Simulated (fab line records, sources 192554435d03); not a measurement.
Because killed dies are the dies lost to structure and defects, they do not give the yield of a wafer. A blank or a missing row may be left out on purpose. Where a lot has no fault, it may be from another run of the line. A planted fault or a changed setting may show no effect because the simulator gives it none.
Chamber matching    flow n5-finfet    N5_BEOL_M9_CMP_52 on cmp-01: 4 sister chambers
The step polishes, stops on SiCOH lowk, t overpolish 7 s, target thk 140 nm. 22 wafers are shown with their chamber, then 11 later ones without.

## EACH WAFER AND ITS CHAMBER
wafer   chamber  motor-current-A (A)  clearing-platen-rpm (rpm)  head-pressure-psi (psi)
L075.1  1        6.0                  49.996                     1.0006
L075.3  3        6.7                  49.987                     1.0006
L075.6  2        6.2                  49.981                     1.0011
L079.1  3        7.0                  50.000                     1.0014
L079.4  1        6.2                  50.020                     1.0055
L079.5  2        6.3                  49.983                     0.9986
L081.2  3        6.9                  50.001                     0.9989
L081.3  2        6.4                  49.973                     0.9991
L081.6  1        6.3                  49.987                     0.9984
L082.1  1        5.8                  49.992                     1.0036
L082.4  3        6.3                  49.976                     0.9999
L082.5  3        7.0                  49.993                     0.9990
L085.1  2        6.1                  49.995                     1.0007
L085.4  1        6.3                  50.047                     1.0019
L085.5  3        6.8                  50.026                     1.0015
L087.1  3        6.9                  50.011                     1.0006
L087.3  1        6.0                  50.037                     1.0002
L087.5  2        5.9                  49.977                     1.0000
L091.3  0        5.8                  50.045                     0.9995
L091.4  1        6.0                  50.015                     1.0041
L091.5  0        5.9                  50.067                     0.9971
L097.2  3        6.9                  49.961                     0.9980

SIGNATURES, as means of the wafers listed above
reading              chamber 0  chamber 1  chamber 2  chamber 3  scatter within a chamber
motor-current-A      5.850      6.086      6.180      6.812      0.201
clearing-platen-rpm  50.05600   50.01343   49.98180   49.99437   0.0191
head-pressure-psi    0.998300   1.002043   0.999900   0.999988   0.00176
Rule: distance of a wafer from a chamber = root of the sum over the readings of ((wafer's reading minus chamber's mean) / reading's scatter) squared. The wafer belongs to the nearest chamber; if the next one is less than 2 further off, it can't be placed. The scatter: take each reading less its chamber's mean, square it, sum over the shown wafers, divide by the number of wafers less the number of chambers, and take the root.

## WAFERS MISSING THEIR CHAMBER
wafer   motor-current-A (A)  clearing-platen-rpm (rpm)  head-pressure-psi (psi)
L097.3  5.9                  49.972                     0.9978
L097.5  6.7                  50.036                     0.9959
L094.1  6.1                  50.009                     1.0018
L094.2  6.2                  49.998                     0.9997
L094.4  6.5                  49.974                     0.9992
L095.2  6.0                  49.984                     0.9982
L095.3  6.7                  50.017                     0.9984
L095.6  6.0                  50.018                     0.9981
L096.3  7.2                  49.999                     0.9991
L096.4  6.0                  49.993                     0.9997
L096.5  6.4                  50.035                     0.9991

## THE CHAMBER EACH PASSED THROUGH
wafer   from the rows above                in truth
L097.3  can't be placed: 2 or 1            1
L097.5  can't be placed: 3 or 2 or 0 or 1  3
L094.1  can't be placed: 1 or 2            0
L094.2  can't be placed: 2 or 1            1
L094.4  can't be placed: 2 or 3 or 1       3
L095.2  can't be placed: 2 or 1            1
L095.3  can't be placed: 3 or 2            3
L095.6  can't be placed: 0 or 1 or 2       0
L096.3  3                                  3
L096.4  can't be placed: 2 or 1            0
L096.5  can't be placed: 1 or 0 or 3 or 2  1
Correct placement for 1 of the 11. Unplaceable from these rows: 10, with the true chamber sitting among the candidates in 8. 0 placed wrongly.
